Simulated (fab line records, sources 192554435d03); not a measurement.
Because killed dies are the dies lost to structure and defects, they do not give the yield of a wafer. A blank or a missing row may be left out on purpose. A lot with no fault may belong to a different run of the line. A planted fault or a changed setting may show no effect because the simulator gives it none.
Which tool did it? -- flow n5Finfet -- 10 lots, 30 wafers sampled, at 3 steps of a route of 1938

## WHAT THE GAUGES READ, wafer by wafer
N5_PASSIVATION_OVL_MEAS_66.
lot,measured,on,PASS_OPEN_OVL (nm)
L204,day 13 12:14,overlay-02,-9 -11 -2
L206,day 14 05:52,overlay-02,-3 -4 -5
L208,day 14 02:06,overlay-01,-5 -5 -3
L207,day 14 10:16,overlay-01,-7 -9 -7
L209,day 14 23:02,overlay-02,-8 -8 -3
L210,day 15 02:13,overlay-02,-15 -14 -14
L212,day 16 03:15,overlay-02,0 1 3
L219,day 18 14:18,overlay-01,-4 -5 0
L221,day 18 06:26,overlay-01,-3 -4 -9
L222,day 18 18:50,overlay-02,-14 -8 -4

## TOOL THAT RAN EACH LOT (tool first, then ch and the chambers of the sampled wafers, then the start)
lot,N5_BEOL_M5_ILD_DEP_00,N5_PASSIVATION_DESCUM_32
L204,"pecvd-02 ch 1,2, day 9 15:29","rieDiel-05 ch 1,2, day 13 10:26"
L206,"pecvd-04 ch 0,1,2, day 9 17:38","rieDiel-01 ch 0,2,3, day 14 04:10"
L208,"pecvd-02 ch 0,2, day 10 05:59","rieDiel-06 ch 1,2, day 14 00:17"
L207,"pecvd-02 ch 1,2, day 10 07:30","rieDiel-06 ch 0,1, day 14 08:35"
L209,"pecvd-02 ch 1,2, day 10 15:08","rieDiel-01 ch 0,2, day 14 21:19"
L210,"pecvd-02 ch 0,1,2, day 10 17:01","rieDiel-01 ch 0,3, day 15 00:25"
L212,"pecvd-04 ch 0,1,2, day 11 11:17","rieDiel-06 ch 0,1, day 16 01:27"
L219,"pecvd-02 ch 0,2, day 13 22:19","rieDiel-05 ch 0,2, day 18 12:37"
L221,"pecvd-02 ch 0,2, day 13 22:39","rieDiel-01 ch 0,1,2, day 18 04:35"
L222,"pecvd-02 ch 0,2, day 14 05:14","rieDiel-01 ch 1,2,3, day 18 17:01"
- N5_BEOL_M5_ILD_DEP_00: deposits SiCOH lowk from DEMS/porogen, target thk 140.64 nm, time 25.9 s.
- N5_PASSIVATION_DESCUM_32: chemistry O2, time 7.9 s.

## THE ANSWER, worked out from the rows above alone
Rule: what is usual is taken from the lots themselves. Put in order of their means at a reading, lots are off if they are a third of the lots or fewer, leave a main group of 4 or more, and stand apart from it by a gap of 3 or more times the standard deviation of the main group's means; of several such gaps the widest counts. If all means in a main group match to the digits the tables above print for the reading, that group is not used. A lot without any number at a reading at which 4 lots or more have one is off too. Where the step has rows for the other lots, those lots are counted as sound.
No lot is off at any reading shown: from this, nothing can be told.

## WHAT THE SIMULATOR HAD INSERTED
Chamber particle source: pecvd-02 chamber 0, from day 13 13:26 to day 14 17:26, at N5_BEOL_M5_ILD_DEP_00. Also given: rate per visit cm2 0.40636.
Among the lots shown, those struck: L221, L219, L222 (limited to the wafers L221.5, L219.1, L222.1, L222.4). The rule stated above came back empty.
